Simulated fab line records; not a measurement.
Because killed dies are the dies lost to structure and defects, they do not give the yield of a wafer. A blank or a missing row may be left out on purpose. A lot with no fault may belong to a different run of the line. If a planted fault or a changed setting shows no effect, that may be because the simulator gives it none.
fab line records	flow nandHarc
record: lots: 24	wafers: 72	lastDay: 24
route steps=1159 shown P_CONTACT@218 P_M0@268
lots that met no fault: from a run of the same line without faults
startH: start of the lot's first displayed wafer, in hours after the record's first day	waitH: how many hours have passed since the lot's step before this one	" same as the row above	L1.1+2: a single row standing in for several wafers	- value missing, or start not given	* or withheld: withheld	< > ~ a bound
route shown NAME@n: a module of which the file shows steps, and the number in the route of the first	usual: the fault-free wafers' mean and standard deviation	same: alike in all rows	chamber/n: place in a boat	sites: the reading at each site	_std_site: their standard deviation	_edge_site: the outer-site mean with the inner-site mean subtracted	radiusMm: for every site, how far away it sits from the centre of the wafer	mask NAME#n: copy n	behind: the last tool/chamber to shape the wafer	hold: the reason the lot was held/the length of the hold in hours/how it ended	device: the n, p or np transistor that did not switch	end of line: the tests these same wafers got at the end of their route	a step given without rows: its recipe and nothing more	killed: at the first sort, the dies lost to defects and structure; wafer yield is something else	map: a wafer's dies, marking killed ones x, the rest . and places with no die _
set.NAME: the setting the step ran with; set.NAME@STEP: the setting that earlier step ran with	model.NAME: the simulator's own value behind a step, which no gauge read
a sample of lots followed through the steps of the route, with each step as a table and each wafer as a row
services: when a tool's chamber went out of use (startH, in hours from the record's first day, below 0 if earlier), for how many hours, and the reason
== steps ==
step: NHARC_P_CONTACT_DEP_00
recipe: targetThkA: 5000	tempC: 400	pressureTorr: 6.5	rfW: 900	teosFlowSccm: 161.4	flowSccm: 2650	targetThkNm: 500	gas: O2	material: SiO2
usual: heaterPowerOuterW: 348/63	heaterPowerW: 601/96	throttleValvePct: 15.9/0.61
lot.wafer	tool	chamber	startH	waitH	heaterPowerOuterW	heaterPowerW	throttleValvePct
L075.3	pecvd-04	0	-	-	322	539	16.7
L075.1	"	1	"	"	308	558	15.5
L075.4	"	2	"	"	282	525	15.5
L074.1	pecvd-04	1	-	-	382	673	15.6
L074.5	"	2	"	"	259	495	15.7
L074.6	"	0	"	"	283	487	16.8
L077.1	pecvd-01	0	-	-	439	807	15.7
L077.6	"	1	"	"	371	608	15.6
L077.5	"	2	"	"	404	620	16.9
L076.2	pecvd-04	1	-	-	410	683	15.2
L076.5	"	0	"	"	227	402	16.9
L076.4	"	2	"	"	223	450	15.3
L078.3	pecvd-01	0	-	-	345	666	15.8
L078.4	"	2	"	"	393	611	16.6
L078.6	"	1	"	"	320	525	16.0
L079.3	pecvd-01	0	-	-	363	715	15.7
L079.2	"	1	"	"	452	697	15.6
L079.1	"	2	"	"	448	690	16.8
L080.2	pecvd-04	2	-	-	227	434	15.5
L080.5	"	0	"	"	277	474	17.1
L080.6	"	1	"	"	357	623	15.5
L082.3	pecvd-01	0	-	-	454	809	15.4
L082.1	"	1	"	"	391	624	15.9
L082.5	"	2	"	"	318	548	16.9
L081.3	pecvd-01	2	-	-	398	620	17.0
L081.5	"	2	"	"	422	656	16.8
L081.4	"	1	"	"	445	708	15.9
L083.2	pecvd-03	2	164.99	0.3	267	436	15.1
L083.3	"	0	"	"	370	685	16.0
L083.6	"	2	"	"	315	495	15.1
L084.3	pecvd-03	0	-	-	375	681	15.7
L084.4	"	2	"	"	344	540	15.0
L084.6	"	1	"	"	378	705	15.5
L085.3	pecvd-01	2	187.50	0.3	419	671	16.7
L085.6	"	1	"	"	408	666	16.0
L085.5	"	2	"	"	436	661	16.9
L086.3	pecvd-04	2	-	-	292	541	16.0
L086.1	"	1	"	"	345	610	15.2
L086.6	"	1	"	"	361	653	15.0
L087.3	pecvd-01	1	189.58	0.3	397	627	15.9
L087.5	"	2	"	"	358	592	16.7
L087.6	"	1	"	"	410	658	15.9
L088.1	pecvd-01	1	194.46	0.3	402	646	15.9
L088.4	"	2	"	"	434	701	17.1
L088.3	"	1	"	"	431	670	16.0
L089.1	pecvd-01	1	-	-	335	556	16.0
L089.4	"	1	"	"	360	618	16.2
L089.5	"	0	"	"	431	785	16.0
L090.2	pecvd-03	0	-	-	340	624	15.8
L090.4	"	1	"	"	385	709	15.6
L090.6	"	2	"	"	337	520	15.2
L091.2	pecvd-03	2	-	-	342	536	14.8
L091.4	"	0	"	"	361	683	15.8
L091.6	"	1	"	"	270	561	15.6
L092.3	pecvd-03	2	-	-	268	433	15.0
L092.2	"	0	"	"	340	637	15.9
L092.5	"	1	"	"	384	699	16.0
L093.1	pecvd-04	2	-	-	214	430	15.9
L093.2	"	0	"	"	297	484	15.9
L093.6	"	2	"	"	233	473	16.0
L095.2	pecvd-01	0	-	-	393	739	15.7
L095.3	"	1	"	"	372	613	16.2
L095.6	"	0	"	"	413	779	15.9
L094.5	pecvd-04	1	-	-	342	612	15.5
L094.4	"	2	"	"	161	373	15.9
L094.6	"	0	"	"	279	471	15.9
L097.3	pecvd-03	2	-	-	310	506	15.0
L097.5	"	1	"	"	358	657	15.8
L097.4	"	0	"	"	355	645	15.6
L096.2	pecvd-03	0	-	-	332	622	15.6
L096.5	"	0	"	"	359	642	16.0
L096.6	"	2	"	"	260	421	15.1
step: NHARC_P_CONTACT_CD_MEAS_12
recipe: targetCdNm: 90	landingEnergyEv: 500
usual: cdNm: 90.6/0.69
lot.wafer	tool	chamber	startH	waitH	cdNm
L075.1	cdSem-03	0	107.22	-	89.3
L075.3	"	0	"	"	89.7
L075.4	"	0	"	"	91.5
L074.1	cdSem-01	0	109.12	-	91.9
L074.5	"	0	"	"	91.2
L074.6	"	0	"	"	91.1
L077.1	cdSem-03	0	121.73	-	89.9
L077.5	"	0	"	"	90.0
L077.6	"	0	"	"	90.7
L076.2	cdSem-03	0	122.99	-	90.0
L076.4	"	0	"	"	90.8
L076.5	"	0	"	"	90.2
L078.3	cdSem-03	0	130.76	-	90.0
L078.4	"	0	"	"	91.4
L078.6	"	0	"	"	91.2
L079.1	cdSem-02	0	147.93	-	89.0
L079.2	"	0	"	"	90.4
L079.3	"	0	"	"	90.6
L080.2	cdSem-02	0	149.82	-	90.9
L080.5	"	0	"	"	89.9
L080.6	"	0	"	"	90.2
L082.1	cdSem-01	0	161.04	-	89.4
L082.3	"	0	"	"	91.0
L082.5	"	0	"	"	90.7
L081.3	cdSem-01	0	163.37	-	90.3
L081.4	"	0	"	"	90.1
L081.5	"	0	"	"	89.6
L083.2	cdSem-01	0	166.36	-	90.3
L083.3	"	0	"	"	91.8
L083.6	"	0	"	"	90.5
L084.3	cdSem-01	0	175.86	-	91.0
L084.4	"	0	"	"	92.2
L084.6	"	0	"	"	90.9
L085.3	cdSem-02	0	188.77	-	90.7
L085.5	"	0	"	"	90.2
L085.6	"	0	"	"	89.7
L086.1	cdSem-02	0	189.65	-	90.2
L086.3	"	0	"	"	91.2
L086.6	"	0	"	"	92.0
L087.3	cdSem-02	0	190.83	-	89.1
L087.5	"	0	"	"	90.5
L087.6	"	0	"	"	90.3
L088.1	cdSem-03	0	195.83	-	89.4
L088.3	"	0	"	"	91.0
L088.4	"	0	"	"	91.0
L089.1	cdSem-01	0	204.83	-	91.7
L089.4	"	0	"	"	92.4
L089.5	"	0	"	"	90.5
L090.2	cdSem-02	0	209.57	-	90.5
L090.4	"	0	"	"	91.0
L090.6	"	0	"	"	91.9
L091.2	cdSem-01	0	210.61	-	90.9
L091.4	"	0	"	"	90.7
L091.6	"	0	"	"	91.3
L092.2	cdSem-01	0	218.78	-	91.1
L092.3	"	0	"	"	90.6
L092.5	"	0	"	"	92.2
L093.1	cdSem-03	0	220.38	-	89.7
L093.2	"	0	"	"	90.3
L093.6	"	0	"	"	90.3
L095.2	cdSem-01	0	232.73	-	91.1
L095.3	"	0	"	"	91.0
L095.6	"	0	"	"	90.9
L094.4	cdSem-01	0	234.05	-	89.9
L094.5	"	0	"	"	91.0
L094.6	"	0	"	"	90.0
L097.3	cdSem-02	0	246.07	-	91.0
L097.4	"	0	"	"	91.4
L097.5	"	0	"	"	89.9
L096.2	cdSem-03	0	248.71	-	91.0
L096.5	"	0	"	"	91.1
L096.6	"	0	"	"	91.0
step: NHARC_P_CONTACT_CD_MEAS_19
usual: cdNm: 90.4/2.1
lot.wafer	tool	chamber	startH	waitH	cdNm
L075.1	cdSem-01	-	108.43	-	87.1
L075.3	"	-	"	"	90.8
L075.4	"	-	"	"	92.7
L074.1	cdSem-03	-	110.43	-	94.0
L074.5	"	-	"	"	93.4
L074.6	"	-	"	"	92.8
L077.1	cdSem-03	-	123.31	-	87.9
L077.5	"	-	"	"	86.7
L077.6	"	-	"	"	88.7
L076.2	cdSem-03	-	124.05	-	85.9
L076.4	"	-	"	"	92.4
L076.5	"	-	"	"	91.4
L078.3	cdSem-03	-	131.81	-	89.9
L078.4	"	-	"	"	90.4
L078.6	"	-	"	"	89.8
L079.1	cdSem-01	-	149.14	-	88.5
L079.2	"	-	"	"	86.6
L079.3	"	-	"	"	89.8
L080.2	cdSem-01	-	150.88	-	92.3
L080.5	"	-	"	"	90.5
L080.6	"	-	"	"	93.0
L082.1	cdSem-02	-	162.10	-	89.3
L082.3	"	-	"	"	87.4
L082.5	"	-	"	"	90.9
L081.3	cdSem-01	-	164.43	-	90.6
L081.4	"	-	"	"	88.6
L081.5	"	-	"	"	87.7
L083.2	cdSem-03	-	167.42	-	89.7
L083.3	"	-	"	"	90.7
L083.6	"	-	"	"	90.0
L084.3	cdSem-01	-	176.94	-	92.2
L084.4	"	-	"	"	90.1
L084.6	"	-	"	"	91.4
L085.3	cdSem-03	-	189.83	-	90.5
L085.5	"	-	"	"	90.8
L085.6	"	-	"	"	89.0
L086.1	cdSem-03	-	190.71	-	89.1
L086.3	"	-	"	"	90.2
L086.6	"	-	"	"	91.0
L087.3	cdSem-01	-	191.89	-	87.4
L087.5	"	-	"	"	88.4
L087.6	"	-	"	"	91.1
L088.1	cdSem-02	-	196.94	-	86.1
L088.3	"	-	"	"	89.6
L088.4	"	-	"	"	90.2
L089.1	cdSem-01	-	205.90	-	96.8
L089.4	"	-	"	"	94.1
L089.5	"	-	"	"	92.8
L090.2	cdSem-03	-	210.62	-	90.8
L090.4	"	-	"	"	91.8
L090.6	"	-	"	"	93.0
L091.2	cdSem-01	-	211.82	-	88.7
L091.4	"	-	"	"	90.1
L091.6	"	-	"	"	91.5
L092.2	cdSem-01	-	219.90	-	93.6
L092.3	"	-	"	"	88.4
L092.5	"	-	"	"	94.5
L093.1	cdSem-03	-	221.44	-	88.4
L093.2	"	-	"	"	90.4
L093.6	"	-	"	"	90.3
L095.2	cdSem-02	-	233.97	-	92.4
L095.3	"	-	"	"	92.6
L095.6	"	-	"	"	92.0
L094.4	cdSem-01	-	235.48	-	87.9
L094.5	"	-	"	"	92.5
L094.6	"	-	"	"	91.5
L097.3	cdSem-03	-	247.13	-	89.4
L097.4	"	-	"	"	90.5
L097.5	"	-	"	"	88.3
L096.2	cdSem-03	-	249.78	-	90.6
L096.5	"	-	"	"	92.0
L096.6	"	-	"	"	92.3
step: NHARC_P_M0_ETCH_15
recipe: targetDepthA: 1500	overetchA: 150	timeS: 82.5	c4f8FlowSccm: withheld	arFlowSccm: 400	rfW: 600	biasW: 300	chemistry: C4F8/Ar
usual: oesProductAu: 0.957/0.022	rfVppV: 441.1/2.9
same: timeS: 82.5
lot.wafer	tool	chamber	startH	waitH	oesProductAu	rfHoursCounterH	rfVppV
L075.3	rieDiel-10	1	-	-	0.938	7	442.4
L075.4	"	3	"	"	0.918	6	443.0
L075.1	"	0	"	"	0.936	6	437.4
L074.1	rieDiel-05	3	-	-	0.957	9	440.8
L074.5	"	2	"	"	0.968	-	438.6
L074.6	"	3	"	"	0.955	-	441.3
L077.1	rieDiel-10	3	-	-	0.909	8	442.4
L077.6	"	2	"	"	0.959	-	443.6
L077.5	"	3	"	"	0.909	-	442.8
L076.4	rieDiel-10	2	-	-	1.002	8	444.6
L076.2	"	3	"	"	0.928	8	443.3
L076.5	"	1	"	"	0.961	-	441.5
L078.4	rieDiel-05	2	-	-	0.918	9	437.9
L078.3	"	3	"	"	0.902	9	440.7
L078.6	"	3	"	"	0.909	-	439.9
L079.2	rieDiel-10	2	-	-	1.006	10	444.9
L079.3	"	3	"	"	0.953	10	443.5
L079.1	"	0	"	"	0.989	10	438.9
L080.2	rieDiel-07	2	-	-	0.986	6	440.4
L080.5	"	3	"	"	0.965	-	439.0
L080.6	"	0	"	"	0.972	-	444.2
L082.1	rieDiel-10	1	-	-	0.944	11	441.7
L082.3	"	3	"	"	0.910	11	443.2
L082.5	"	2	"	"	0.961	-	444.3
L081.3	rieDiel-10	2	-	-	0.967	11	445.3
L081.4	"	0	"	"	0.942	12	437.4
L081.5	"	2	"	"	0.966	-	445.0
L083.3	rieDiel-10	3	-	-	0.912	11	442.8
L083.2	"	1	"	"	0.930	12	442.6
L083.6	"	2	"	"	0.959	-	445.2
L084.4	rieDiel-07	0	-	-	0.989	9	444.4
L084.3	"	1	"	"	0.998	9	444.9
L084.6	"	2	"	"	0.973	-	438.1
L085.3	rieDiel-05	0	-	-	0.977	1	436.3
L085.5	"	1	"	"	0.968	-	438.8
L085.6	"	2	"	"	0.970	-	438.1
L086.1	rieDiel-07	3	-	-	0.945	9	438.7
L086.3	"	2	"	"	0.978	8	439.4
L086.6	"	0	"	"	0.971	-	443.9
L087.3	rieDiel-07	1	-	-	0.974	9	445.6
L087.6	"	1	"	"	0.984	-	444.8
L087.5	"	2	"	"	0.984	-	440.1
L088.3	rieDiel-05	0	-	-	0.972	3	436.1
L088.1	"	3	"	"	0.923	3	441.6
L088.4	"	2	"	"	0.951	-	437.9
L089.4	rieDiel-07	0	-	-	0.954	10	442.3
L089.1	"	3	"	"	0.920	9	439.3
L089.5	"	1	"	"	0.947	-	445.0
L090.4	rieDiel-10	2	-	-	0.988	1	446.4
L090.2	"	0	"	"	0.983	1	438.3
L090.6	"	3	"	"	0.973	-	442.1
L091.4	rieDiel-05	0	-	-	0.989	4	438.2
L091.2	"	2	"	"	0.949	5	438.8
L091.6	"	3	"	"	0.954	-	440.2
L092.2	rieDiel-07	3	-	-	0.928	11	438.4
L092.3	"	1	"	"	0.954	11	444.8
L092.5	"	3	"	"	0.925	-	437.2
L093.2	rieDiel-10	1	-	-	0.956	2	443.1
L093.1	"	0	"	"	0.957	2	438.7
L093.6	"	1	"	"	0.953	-	441.8
L095.2	rieDiel-05	3	-	-	0.930	5	439.9
L095.3	"	1	"	"	0.980	6	438.2
L095.6	"	3	"	"	0.930	-	440.5
L094.4	rieDiel-10	0	-	-	0.961	2	436.2
L094.6	"	0	"	"	0.953	-	436.3
L094.5	"	1	"	"	0.946	-	441.0
L097.3	rieDiel-10	3	-	-	0.959	3	442.8
L097.4	"	0	"	"	0.979	3	435.9
L097.5	"	0	"	"	0.980	-	436.7
L096.2	rieDiel-10	1	-	-	0.969	3	442.5
L096.5	"	3	"	"	0.971	-	443.1
L096.6	"	0	"	"	0.958	-	438.6
step: NHARC_P_M0_DEGAS_28
recipe: tempC: 250	timeS: 60
usual: heaterPowerW: 330/30
same: timeS: 60
lot.wafer	tool	chamber	startH	waitH	heaterPowerW
L075.3	pvdSputter-03	-	112.69	-	322
L075.1	"	-	"	"	304
L075.4	"	-	"	"	337
L074.1	pvdSputter-01	-	123.75	-	309
L074.5	"	-	"	"	328
L074.6	"	-	"	"	324
L077.1	pvdSputter-02	-	135.27	-	332
L077.5	"	-	"	"	389
L077.6	"	-	"	"	301
L076.2	pvdSputter-01	-	135.82	-	299
L076.4	"	-	"	"	321
L076.5	"	-	"	"	309
L078.3	pvdSputter-03	-	140.23	-	356
L078.4	"	-	"	"	377
L078.6	"	-	"	"	345
L079.1	pvdSputter-01	-	153.41	-	337
L079.2	"	-	"	"	320
L079.3	"	-	"	"	307
L080.2	pvdSputter-03	-	155.12	-	344
L080.5	"	-	"	"	342
L080.6	"	-	"	"	336
L082.1	pvdSputter-03	-	166.37	-	303
L082.3	"	-	"	"	315
L082.5	"	-	"	"	310
L081.3	pvdSputter-03	-	171.40	-	310
L081.4	"	-	"	"	352
L081.5	"	-	"	"	377
L083.2	pvdSputter-01	-	171.75	-	341
L083.3	"	-	"	"	306
L083.6	"	-	"	"	309
L084.3	pvdSputter-03	-	182.03	-	320
L084.4	"	-	"	"	363
L084.6	"	-	"	"	344
L085.3	pvdSputter-03	-	194.72	-	348
L085.6	"	-	"	"	376
L085.5	"	-	"	"	309
L086.3	pvdSputter-02	-	194.98	-	301
L086.1	"	-	"	"	331
L086.6	"	-	"	"	405
L087.3	pvdSputter-01	-	196.15	-	305
L087.5	"	-	"	"	312
L087.6	"	-	"	"	337
L088.4	pvdSputter-01	-	209.74	-	336
L088.1	"	-	"	"	313
L088.3	"	-	"	"	295
L089.1	pvdSputter-03	-	211.02	-	362
L089.4	"	-	"	"	328
L089.5	"	-	"	"	311
L090.4	pvdSputter-03	-	217.15	-	329
L090.2	"	-	"	"	345
L090.6	"	-	"	"	364
L091.4	pvdSputter-01	-	217.28	-	331
L091.2	"	-	"	"	315
L091.6	"	-	"	"	300
L092.3	pvdSputter-03	-	224.37	-	325
L092.2	"	-	"	"	374
L092.5	"	-	"	"	342
L093.1	pvdSputter-01	-	228.44	-	310
L093.2	"	-	"	"	334
L093.6	"	-	"	"	295
L095.3	pvdSputter-02	-	240.51	-	302
L095.2	"	-	"	"	349
L095.6	"	-	"	"	395
L094.4	pvdSputter-01	-	241.03	-	336
L094.5	"	-	"	"	336
L094.6	"	-	"	"	303
L097.3	pvdSputter-02	-	251.91	-	352
L097.4	"	-	"	"	403
L097.5	"	-	"	"	351
L096.2	pvdSputter-01	-	254.60	-	309
L096.6	"	-	"	"	313
L096.5	"	-	"	"	300
step: NHARC_P_M0_PRE_CLEAN_29
recipe: timeS: 30	tempC: 280	gas: H2/He
usual: heaterPowerW: 405/36
same: timeS: 30
lot.wafer	tool	chamber	startH	waitH	heaterPowerW
L075.3	pvdSputter-03	-	-	-	426
L075.1	"	-	"	"	396
L075.4	"	-	"	"	371
L074.1	pvdSputter-01	-	-	-	378
L074.5	"	-	"	"	391
L074.6	"	-	"	"	361
L077.1	pvdSputter-02	-	-	-	378
L077.5	"	-	"	"	367
L077.6	"	-	"	"	409
L076.4	pvdSputter-01	-	-	-	377
L076.2	"	-	"	"	375
L076.5	"	-	"	"	385
L078.4	pvdSputter-03	-	-	-	377
L078.3	"	-	"	"	400
L078.6	"	-	"	"	449
L079.3	pvdSputter-01	-	-	-	406
L079.1	"	-	"	"	366
L079.2	"	-	"	"	378
L080.2	pvdSputter-03	-	-	-	405
L080.6	"	-	"	"	463
L080.5	"	-	"	"	370
L082.1	pvdSputter-03	-	-	-	452
L082.3	"	-	"	"	399
L082.5	"	-	"	"	375
L081.3	pvdSputter-03	-	-	-	399
L081.4	"	-	"	"	465
L081.5	"	-	"	"	416
L083.3	pvdSputter-01	-	-	-	379
L083.2	"	-	"	"	380
L083.6	"	-	"	"	365
L084.4	pvdSputter-03	-	-	-	376
L084.3	"	-	"	"	404
L084.6	"	-	"	"	376
L085.3	pvdSputter-03	-	-	-	458
L085.6	"	-	"	"	433
L085.5	"	-	"	"	393
L086.1	pvdSputter-02	-	-	-	410
L086.3	"	-	"	"	489
L086.6	"	-	"	"	403
L087.3	pvdSputter-01	-	-	-	367
L087.5	"	-	"	"	379
L087.6	"	-	"	"	384
L088.1	pvdSputter-01	-	-	-	374
L088.4	"	-	"	"	369
L088.3	"	-	"	"	411
L089.1	pvdSputter-03	-	-	-	444
L089.4	"	-	"	"	390
L089.5	"	-	"	"	463
L090.2	pvdSputter-03	-	-	-	404
L090.4	"	-	"	"	434
L090.6	"	-	"	"	396
L091.2	pvdSputter-01	-	-	-	409
L091.4	"	-	"	"	385
L091.6	"	-	"	"	411
L092.3	pvdSputter-03	-	-	-	379
L092.2	"	-	"	"	399
L092.5	"	-	"	"	442
L093.1	pvdSputter-01	-	-	-	371
L093.2	"	-	"	"	384
L093.6	"	-	"	"	363
L095.2	pvdSputter-02	-	-	-	362
L095.3	"	-	"	"	411
L095.6	"	-	"	"	422
L094.4	pvdSputter-01	-	-	-	362
L094.5	"	-	"	"	381
L094.6	"	-	"	"	365
L097.3	pvdSputter-02	-	-	-	482
L097.4	"	-	"	"	355
L097.5	"	-	"	"	441
L096.2	pvdSputter-01	-	-	-	380
L096.5	"	-	"	"	418
L096.6	"	-	"	"	377
== services ==
tool	chamber	startH	hours	kind
rieDiel-10	0	82.09	-	clean
pecvd-04	-	100.21	3.3	repair
pvdSputter-03	-	102.00	10.0	pm
pecvd-03	-	111.46	13.0	pm
rieDiel-07	2	121.18	7.9	repair
rieDiel-07	1	140.73	2.5	repair
pecvd-01	-	150.17	0.3	repair
pvdSputter-01	-	158.00	10.0	pm
pecvd-03	1	160.35	10.1	repair
rieDiel-05	-	163.62	9.0	pm
rieDiel-10	-	176.64	9.0	pm
pecvd-01	0	178.52	23.2	repair
pecvd-04	-	195.22	13.0	pm
rieDiel-10	2	199.19	1.3	repair
pecvd-03	1	199.78	1.7	repair
rieDiel-05	1	204.46	4.9	repair
pvdSputter-02	-	214.01	10.0	pm
rieDiel-05	3	221.86	1.8	repair
pvdSputter-03	-	224.96	7.2	repair
rieDiel-07	-	228.20	9.0	pm
pecvd-01	-	237.06	13.0	pm
pecvd-03	0	253.10	7.8	repair
pvdSputter-02	-	253.30	5.2	repair
pecvd-01	-	254.33	0.4	repair
== key ==
fault none
